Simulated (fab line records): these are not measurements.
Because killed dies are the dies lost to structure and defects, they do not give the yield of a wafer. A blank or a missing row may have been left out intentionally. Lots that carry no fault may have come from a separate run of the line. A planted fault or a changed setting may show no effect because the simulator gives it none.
One fault through the eyes of 3 desks ; flow n5 finfet ; every desk sees just its own numbers, and what lay behind them comes last

== TOOL OWNER'S DESK, rie diel-04 ==
The tool's own readings at N5_BEOL_M2_VIA_ETCH_34 (etches the open film in C4F6/O2, target depth 69.4 nm, time 65.9 s): means of the sampled wafers that have a number, for each lot that ran on this tool. A lot is out of limits, marked OUT, if its mean lies more than 4 standard deviations from the usual mean; the brackets give that distance. Of its 8 readings 7 are shown: those that lie furthest out on some lot.
Columns: A = O2_flow_sccm at N5_BEOL_M2_VIA_ETCH_34, usual 10.004 sccm; B = bias w at N5_BEOL_M2_VIA_ETCH_34, usual 170.0 W; C = drypump motor current A at N5_BEOL_M2_VIA_ETCH_34, usual 5.8 A; D = mfc ar sccm at N5_BEOL_M2_VIA_ETCH_34, usual 300.1 sccm; E = oes product au at N5_BEOL_M2_VIA_ETCH_34, usual 0.81 a.u.; F = rf vpp V at N5_BEOL_M2_VIA_ETCH_34, usual 669 V; G = throttle valve pct at N5_BEOL_M2_VIA_ETCH_34, usual 30.69 %
lot;first seen here;A;B;C;D;E;F;G
L406;day 8 08:32;10.009;170.7;5.8;299.9;0.80;671;30.80
L412;day 9 20:01;10.002;170.1;5.5;299.4;0.74;658;30.55
L413;day 10 16:25;9.988;169.9;5.6;300.3;0.67;654;30.52
L414;day 10 20:20;10.027;170.4;5.6;299.0;0.68;654;30.52
This desk's finding: nothing out of limits on any of the 4 lots.

== THE DEFECT DESK ==
Inspection counts along the route, by lot: the mean over sampled wafers that carry a number. A lot is out of limits, marked OUT, if its mean lies more than 4 standard deviations from the usual mean; the brackets give that distance.
Columns: A = raw defect count at N5_BEOL_M2_INSPECT_30, usual 410
lot;first seen here;A
L401;day 6 22:53;305
L406;day 8 06:42;409
L412;day 9 17:30;346
L413;day 9 21:25;384
L414;day 10 15:40;480
L416;day 10 19:39;427
L419;day 11 12:17;429
This desk's finding: nothing out of limits on any of the 7 lots.

== THE METROLOGY DESK ==
What the gauges read, lot by lot, whatever tool the lot ran on: means of the sampled wafers that have a number. A lot is out of limits, marked OUT, if its mean lies more than 4 standard deviations from the usual mean; the brackets give that distance. Of its 12 readings 7 are shown: those that lie furthest out on some lot.
Columns: A = cd nm at N5_BEOL_M2_CD_MEAS_28, usual 26.28 nm; B = V1_OVL at N5_BEOL_M2_OVL_MEAS_29, usual 0.2 nm; C = DIBL_N at N5_BEOL_M4_RC_MEAS_101, usual 36.0 mV/V; D = DIBL_P at N5_BEOL_M4_RC_MEAS_101, usual 35.8 mV/V; E = IOFF_N at N5_BEOL_M4_RC_MEAS_101, usual 0.15 nA/um; F = SS_N at N5_BEOL_M4_RC_MEAS_101, usual 71.5 mV/dec; G = SS_P at N5_BEOL_M4_RC_MEAS_101, usual 73.2 mV/dec
lot;first seen here;A;B;C;D;E;F;G
L401;day 6 22:47;26.37;0.5;35.0;33.8;0.13;71.3;72.7
L406;day 8 06:37;26.45;0.0;38.3;38.6;0.18;72.2;73.5
L412;day 9 17:25;26.07;-0.2;35.0;35.5;0.14;71.2;73.3
L413;day 9 21:20;26.02;0.9;35.8;34.5;0.13;71.3;72.8
L414;day 10 15:35;26.31;-0.8;36.8;36.8;0.15;71.8;72.9
L416;day 10 19:34;26.32;0.6;35.3;34.5;0.14;71.0;72.8
L419;day 11 12:11;26.45;0.1;37.1;37.5;0.18;71.5;74.1
This desk's finding: nothing out of limits on any of the 7 lots.

== BROUGHT TOGETHER ==
The tool owner's desk saw nothing out of limits.
The defect desk saw nothing out of limits.
From the metrology desk's view, nothing was out of limits.

== WHAT WAS PUT IN BY THE SIMULATOR ==
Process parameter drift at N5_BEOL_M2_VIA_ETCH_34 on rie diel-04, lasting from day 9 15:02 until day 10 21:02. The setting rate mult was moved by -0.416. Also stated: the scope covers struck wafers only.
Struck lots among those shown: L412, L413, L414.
